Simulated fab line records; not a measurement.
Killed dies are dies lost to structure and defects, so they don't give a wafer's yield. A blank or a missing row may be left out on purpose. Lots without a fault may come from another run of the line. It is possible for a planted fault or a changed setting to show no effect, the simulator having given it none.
Chamber matching | flow nand-harc | NHARC_P_M0_CMP_23 on cmp-04: 4 sister chambers
The step polishes, t overpolish 20 s, target thk 117.54 nm. 8 wafers are shown with their chamber, then 9 later ones without.

== WAFERS, EACH WITH ITS CHAMBER ==
wafer  | chamber | motor-current-A (A) | edge-zone-pressure-frac
L084.2 | 3       | 11.8                | 0.991
L084.6 | 3       | 12.0                | 0.999
L085.3 | 0       | 10.2                | 1.005
L086.1 | 2       | 14.1                | 0.998
L086.5 | 2       | 13.6                | 0.995
L088.2 | 1       | 11.7                | 0.996
L088.5 | 1       | 12.1                | 1.003
L088.6 | 0       | 10.1                | 0.997

== WAFERS WITH NO CHAMBER GIVEN ==
wafer  | motor-current-A (A) | edge-zone-pressure-frac
L090.1 | 11.4                | 0.997
L090.4 | 13.4                | 1.003
L090.5 | 11.6                | 0.993
L091.2 | 12.3                | 0.997
L091.4 | 13.4                | 1.004
L091.5 | 11.8                | 1.001
L095.1 | 14.8                | 1.002
L095.2 | 12.4                | 0.998
L095.5 | 10.2                | 0.999

== WHICH CHAMBER EACH WENT THROUGH ==
wafer  | from the rows above     | in truth
L090.1 | can't be placed: 3 or 1 | 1
L090.4 | 2                       | 2
L090.5 | can't be placed: 3 or 1 | 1
L091.2 | can't be placed: 3 or 1 | 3
L091.4 | 2                       | 2
L091.5 | can't be placed: 1 or 3 | 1
L095.1 | 2                       | 2
L095.2 | can't be placed: 1 or 3 | 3
L095.5 | 0                       | 0
Placed correctly: 4 of 9. Not placeable from these rows: 5 (in 5, the candidates include the true chamber). 0 placed wrongly.
How it was worked out, from the rows above alone: a wafer's distance from a chamber is the root of the sum, over the readings, of the square of ((its reading less the chamber's mean) divided by the reading's scatter). If the next closest chamber is less than 2 further off than the closest, the wafer can't be placed; otherwise it belongs to the closest. Each chamber's mean is taken over the wafers shown for it. The scatter: take each reading less its chamber's mean, square it, sum over the shown wafers, divide by the number of wafers less the number of chambers, and take the root.
